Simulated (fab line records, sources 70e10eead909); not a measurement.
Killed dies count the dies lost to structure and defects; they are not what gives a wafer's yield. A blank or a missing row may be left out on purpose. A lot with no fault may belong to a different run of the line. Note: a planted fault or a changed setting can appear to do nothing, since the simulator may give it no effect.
Which of the tools did it? :: flow nand harc :: 36 wafers from 12 lots sampled at 5 of the route's 1302 steps

WHAT THE GAUGES READ, wafer by wafer
NHARC_END_SORT_01. Usual: killed at array 50, standard deviation 14; killed at other 0.9, standard deviation 1; killed at periphery 3.9, standard deviation 2.5; killed dies 55, standard deviation 15; killed open 3.5, standard deviation 1.9; killed short 2.5, standard deviation 1.7.
lot: L893
measured: day 25 00:10
on: prober-01
killed at array: 29 20 17
killed at other: 3 1 0
killed at periphery: 3 4 4
killed dies: 35 25 21
killed open: 2 1 3
killed short: 4 2 2
flag: 

TOOL THAT RAN EACH LOT (tool first, then ch and the chambers of the sampled wafers, then the start)
lot: L890
NHARC_A_STAIRCASE_CMP_450: cmp-02 ch 0,1,3, day 19 01:23
NHARC_A_STAIRCASE_CMP_152: cmp-02 ch 0,1,3, day 19 01:28
NHARC_A_STAIRCASE_CMP_472: cmp-03 ch 1,2,3, day 19 02:50
NHARC_A_SGD_CUT_ETCH_59: rie diel-08 ch 0,1, day 19 04:20

lot: L892
NHARC_A_STAIRCASE_CMP_450: cmp-02 ch 1,2,3, day 19 21:23
NHARC_A_STAIRCASE_CMP_152: cmp-02 ch 1,2,3, day 19 21:27
NHARC_A_STAIRCASE_CMP_472: cmp-02 ch 0,2,3, day 19 22:54
NHARC_A_SGD_CUT_ETCH_59: rie diel-11 ch 1,2,3, day 20 00:16

lot: L893
NHARC_A_STAIRCASE_CMP_450: cmp-03 ch 0,3, day 19 21:32
NHARC_A_STAIRCASE_CMP_152: cmp-03 ch 0,3, day 19 21:37
NHARC_A_STAIRCASE_CMP_472: cmp-03 ch 1,2,3, day 19 23:05
NHARC_A_SGD_CUT_ETCH_59: rie diel-08 ch 0,1,3, day 20 00:40

lot: L891
NHARC_A_STAIRCASE_CMP_450: cmp-04 ch 0,1,2, day 19 21:41
NHARC_A_STAIRCASE_CMP_152: cmp-04 ch 0,1,2, day 19 21:46
NHARC_A_STAIRCASE_CMP_472: cmp-02 ch 0,2,3, day 19 23:08
NHARC_A_SGD_CUT_ETCH_59: rie diel-11 ch 0,1,2, day 20 00:44

lot: L897
NHARC_A_STAIRCASE_CMP_450: cmp-03 ch 0,2, day 22 03:05
NHARC_A_STAIRCASE_CMP_152: cmp-03 ch 0,2, day 22 03:09
NHARC_A_STAIRCASE_CMP_472: cmp-04 ch 0,1,2, day 22 04:32
NHARC_A_SGD_CUT_ETCH_59: rie diel-08 ch 0,1,2, day 22 06:02

lot: L898
NHARC_A_STAIRCASE_CMP_450: cmp-04 ch 0,2,3, day 23 01:04
NHARC_A_STAIRCASE_CMP_152: cmp-04 ch 0,2,3, day 23 01:08
NHARC_A_STAIRCASE_CMP_472: cmp-03 ch 0,1,3, day 23 05:28
NHARC_A_SGD_CUT_ETCH_59: rie diel-08 ch 1,2,3, day 23 06:52

lot: L899
NHARC_A_STAIRCASE_CMP_450: cmp-03 ch 0,1,2, day 23 07:50
NHARC_A_STAIRCASE_CMP_152: cmp-03 ch 0,1,2, day 23 07:55
NHARC_A_STAIRCASE_CMP_472: cmp-02 ch 0,2,3, day 23 09:33
NHARC_A_SGD_CUT_ETCH_59: rie diel-08 ch 1,2,3, day 23 11:02

lot: L906
NHARC_A_STAIRCASE_CMP_450: cmp-02 ch 1,2,3, day 25 17:24
NHARC_A_STAIRCASE_CMP_152: cmp-02 ch 1,2,3, day 25 17:28
NHARC_A_STAIRCASE_CMP_472: cmp-03 ch 2,3, day 25 18:54
NHARC_A_SGD_CUT_ETCH_59: rie diel-09 ch 0,1,3, day 25 20:18

lot: L908
NHARC_A_STAIRCASE_CMP_450: cmp-03 ch 0,1,2, day 26 15:10
NHARC_A_STAIRCASE_CMP_152: cmp-03 ch 0,1,2, day 26 15:15
NHARC_A_STAIRCASE_CMP_472: cmp-04 ch 0,1,2, day 26 16:39
NHARC_A_SGD_CUT_ETCH_59: rie diel-09 ch 2,3, day 26 18:07

lot: L909
NHARC_A_STAIRCASE_CMP_450: cmp-04 ch 0,1,3, day 26 15:26
NHARC_A_STAIRCASE_CMP_152: cmp-04 ch 0,1,3, day 26 15:30
NHARC_A_STAIRCASE_CMP_472: cmp-02 ch 0,2,3, day 26 16:55
NHARC_A_SGD_CUT_ETCH_59: rie diel-08 ch 1,2, day 26 18:31

lot: L910
NHARC_A_STAIRCASE_CMP_450: cmp-04 ch 2,3, day 27 00:58
NHARC_A_STAIRCASE_CMP_152: cmp-04 ch 2,3, day 27 01:02
NHARC_A_STAIRCASE_CMP_472: cmp-03 ch 1,2,3, day 27 02:39
NHARC_A_SGD_CUT_ETCH_59: rie diel-08 ch 0,1, day 27 04:14

lot: L913
NHARC_A_STAIRCASE_CMP_450: cmp-04 ch 0,1,2, day 28 00:53
NHARC_A_STAIRCASE_CMP_152: cmp-04 ch 0,1,2, day 28 00:57
NHARC_A_STAIRCASE_CMP_472: cmp-03 ch 2,3, day 28 02:18
NHARC_A_SGD_CUT_ETCH_59: rie diel-11 ch 0,2,3, day 28 03:56
- NHARC_A_STAIRCASE_CMP_450: polishes SiO2, target thk 200 nm.
- NHARC_A_STAIRCASE_CMP_152: polishes.
- NHARC_A_STAIRCASE_CMP_472: polishes SiO2.
- NHARC_A_SGD_CUT_ETCH_59: etches the open film in N2/H2, target depth 260 nm, time 406.25 s.

AS READ BY THE TOOLS THEMSELVES (means over the sampled wafers that have a number; for cases with no such wafer, the mark the record gives instead)
NHARC_A_STAIRCASE_CMP_450. Usual: motor current A 11.9 A, standard deviation 1.3; slurry flow ml min 149.9, standard deviation 0.5.
lot: L890
tool: cmp-02
motor current A (A): 11.1
slurry flow ml min: 149.5
flag: 

lot: L892
tool: cmp-02
motor current A (A): 10.8
slurry flow ml min: 150.5
flag: 

lot: L893
tool: cmp-03
motor current A (A): 12.3
slurry flow ml min: 150.0
flag: 

lot: L891
tool: cmp-04
motor current A (A): 11.2
slurry flow ml min: 149.7
flag: 

lot: L897
tool: cmp-03
motor current A (A): 12.0
slurry flow ml min: 150.0
flag: 

lot: L898
tool: cmp-04
motor current A (A): 12.2
slurry flow ml min: 150.1
flag: 

lot: L899
tool: cmp-03
motor current A (A): 12.7
slurry flow ml min: 149.6
flag: 

lot: L906
tool: cmp-02
motor current A (A): 10.5
slurry flow ml min: 150.7
flag: 

lot: L908
tool: cmp-03
motor current A (A): 12.5
slurry flow ml min: 150.1
flag: 

lot: L909
tool: cmp-04
motor current A (A): 10.6
slurry flow ml min: 150.2
flag: 

lot: L910
tool: cmp-04
motor current A (A): 13.3
slurry flow ml min: 150.2
flag: 

lot: L913
tool: cmp-04
motor current A (A): 11.4
slurry flow ml min: 150.1
flag: 

NHARC_A_STAIRCASE_CMP_152. Usual: motor current A 11.9 A, standard deviation 1.3; slurry flow ml min 150.0, standard deviation 0.51.
lot: L890
tool: cmp-02
motor current A (A): 11.3
slurry flow ml min: 150.1
flag: 

lot: L892
tool: cmp-02
motor current A (A): 10.7
slurry flow ml min: 150.0
flag: 

lot: L893
tool: cmp-03
motor current A (A): 12.0
slurry flow ml min: 149.8
flag: 

lot: L891
tool: cmp-04
motor current A (A): 11.4
slurry flow ml min: 150.0
flag: 

lot: L897
tool: cmp-03
motor current A (A): 12.3
slurry flow ml min: 150.0
flag: 

lot: L898
tool: cmp-04
motor current A (A): 12.1
slurry flow ml min: 150.4
flag: 

lot: L899
tool: cmp-03
motor current A (A): 12.8
slurry flow ml min: 149.6
flag: 

lot: L906
tool: cmp-02
motor current A (A): 10.8
slurry flow ml min: 149.9
flag: 

lot: L908
tool: cmp-03
motor current A (A): 12.6
slurry flow ml min: 149.9
flag: 

lot: L909
tool: cmp-04
motor current A (A): 10.9
slurry flow ml min: 150.1
flag: 

lot: L910
tool: cmp-04
motor current A (A): 13.0
slurry flow ml min: 150.2
flag: 

lot: L913
tool: cmp-04
motor current A (A): 11.6
slurry flow ml min: 149.5
flag: 

NHARC_A_STAIRCASE_CMP_472. Usual: motor current A 12.0 A, standard deviation 1.3; slurry flow ml min 150.0, standard deviation 0.46.
lot: L890
tool: cmp-03
motor current A (A): 12.8
slurry flow ml min: 150.2
flag: 

lot: L892
tool: cmp-02
motor current A (A): 11.5
slurry flow ml min: 150.1
flag: 

lot: L893
tool: cmp-03
motor current A (A): 13.6
slurry flow ml min: 150.2
flag: 

lot: L891
tool: cmp-02
motor current A (A): 11.6
slurry flow ml min: 150.1
flag: 

lot: L897
tool: cmp-04
motor current A (A): 11.5
slurry flow ml min: 150.2
flag: 

lot: L898
tool: cmp-03
motor current A (A): 12.6
slurry flow ml min: 149.9
flag: 

lot: L899
tool: cmp-02
motor current A (A): 11.5
slurry flow ml min: 149.9
flag: 

lot: L906
tool: cmp-03
motor current A (A): 12.7
slurry flow ml min: 149.9
flag: 

lot: L908
tool: cmp-04
motor current A (A): 11.5
slurry flow ml min: 149.9
flag: 

lot: L909
tool: cmp-02
motor current A (A): 11.8
slurry flow ml min: 150.0
flag: 

lot: L910
tool: cmp-03
motor current A (A): 12.4
slurry flow ml min: 150.1
flag: 

lot: L913
tool: cmp-03
motor current A (A): 13.3
slurry flow ml min: 149.9
flag: 

NHARC_A_SGD_CUT_ETCH_59. Usual: drypump motor current A 5.8 A (standard deviation 0.44); n2 flow sccm 150.0 sccm (standard deviation 0.47); oes product au 1.001 a.u. (standard deviation 0.0078); rf vpp V 429.5 V (standard deviation 2); run length s 427.2 s (standard deviation 0.34); showerhead plenum p Torr 2.00 Torr (standard deviation 0.071); throttle valve pct 14.170 % (standard deviation 0.0093).
lot: L890
tool: rie diel-08
drypump motor current A (A): 5.5
n2 flow sccm (sccm): 149.8
oes product au (a.u.): 1.007
rf vpp V (V): 428.0
run length s (s): 427.6
showerhead plenum p Torr (Torr): 1.95
throttle valve pct (%): 14.171
flag: 

lot: L892
tool: rie diel-11
drypump motor current A (A): 5.7
n2 flow sccm (sccm): 149.9
oes product au (a.u.): 1.004
rf vpp V (V): 430.6
run length s (s): 427.3
showerhead plenum p Torr (Torr): 2.05
throttle valve pct (%): 14.175
flag: 

lot: L893
tool: rie diel-08
drypump motor current A (A): 5.5
n2 flow sccm (sccm): 149.9
oes product au (a.u.): 0.999
rf vpp V (V): 428.8
run length s (s): 427.2
showerhead plenum p Torr (Torr): 1.98
throttle valve pct (%): 14.162
flag: 

lot: L891
tool: rie diel-11
drypump motor current A (A): 5.9
n2 flow sccm (sccm): 149.9
oes product au (a.u.): 1.005
rf vpp V (V): 430.4
run length s (s): 427.6
showerhead plenum p Torr (Torr): 2.03
throttle valve pct (%): 14.168
flag: 

lot: L897
tool: rie diel-08
drypump motor current A (A): 5.6
n2 flow sccm (sccm): 149.8
oes product au (a.u.): 0.998
rf vpp V (V): 429.1
run length s (s): 435.0
showerhead plenum p Torr (Torr): 2.00
throttle valve pct (%): 14.172
flag: OFF

lot: L898
tool: rie diel-08
drypump motor current A (A): 5.8
n2 flow sccm (sccm): 149.6
oes product au (a.u.): 0.994
rf vpp V (V): 429.1
run length s (s): 434.9
showerhead plenum p Torr (Torr): 1.97
throttle valve pct (%): 14.167
flag: OFF

lot: L899
tool: rie diel-08
drypump motor current A (A): 5.8
n2 flow sccm (sccm): 150.0
oes product au (a.u.): 1.003
rf vpp V (V): 428.7
run length s (s): 442.8
showerhead plenum p Torr (Torr): 1.97
throttle valve pct (%): 14.180
flag: OFF

lot: L906
tool: rie diel-09
drypump motor current A (A): 6.2
n2 flow sccm (sccm): 150.1
oes product au (a.u.): 0.996
rf vpp V (V): 429.5
run length s (s): 427.0
showerhead plenum p Torr (Torr): 1.99
throttle valve pct (%): 14.170
flag: 

lot: L908
tool: rie diel-09
drypump motor current A (A): 6.0
n2 flow sccm (sccm): 149.8
oes product au (a.u.): 0.999
rf vpp V (V): 426.5
run length s (s): 426.9
showerhead plenum p Torr (Torr): 1.92
throttle valve pct (%): 14.169
flag: 

lot: L909
tool: rie diel-08
drypump motor current A (A): 5.9
n2 flow sccm (sccm): 149.9
oes product au (a.u.): 0.998
rf vpp V (V): 428.5
run length s (s): 427.0
showerhead plenum p Torr (Torr): 1.99
throttle valve pct (%): 14.172
flag: 

lot: L910
tool: rie diel-08
drypump motor current A (A): 5.2
n2 flow sccm (sccm): 150.3
oes product au (a.u.): 1.000
rf vpp V (V): 430.9
run length s (s): 427.3
showerhead plenum p Torr (Torr): 2.01
throttle valve pct (%): 14.170
flag: 

lot: L913
tool: rie diel-11
drypump motor current A (A): 6.0
n2 flow sccm (sccm): 150.0
oes product au (a.u.): 0.998
rf vpp V (V): 430.4
run length s (s): 427.1
showerhead plenum p Torr (Torr): 2.04
throttle valve pct (%): 14.168
flag: 

THE ANSWER, worked out from the rows above alone
Rule: a lot is off if the mean of its wafers that have a number lies more than 3 standard deviations from the usual mean. A lot without any number at a reading at which 4 lots or more have one is off too. Any other lot the step has rows for is counted as sound. First the gauges in route order, then the tools' own readings, where a lot's mean is used as printed above. At the first step where some lot is off, the reading lying furthest off is the one used; lots without a number count as furthest.
Off: L897, L898, L899 (NHARC_A_SGD_CUT_ETCH_59, run length s).
A tool fits if, at that step or a process step before it, it ran every lot that is off, and no sound lot after the first of them. No candidate that was tried fits.

WHAT HAD BEEN PUT IN BY THE SIMULATOR
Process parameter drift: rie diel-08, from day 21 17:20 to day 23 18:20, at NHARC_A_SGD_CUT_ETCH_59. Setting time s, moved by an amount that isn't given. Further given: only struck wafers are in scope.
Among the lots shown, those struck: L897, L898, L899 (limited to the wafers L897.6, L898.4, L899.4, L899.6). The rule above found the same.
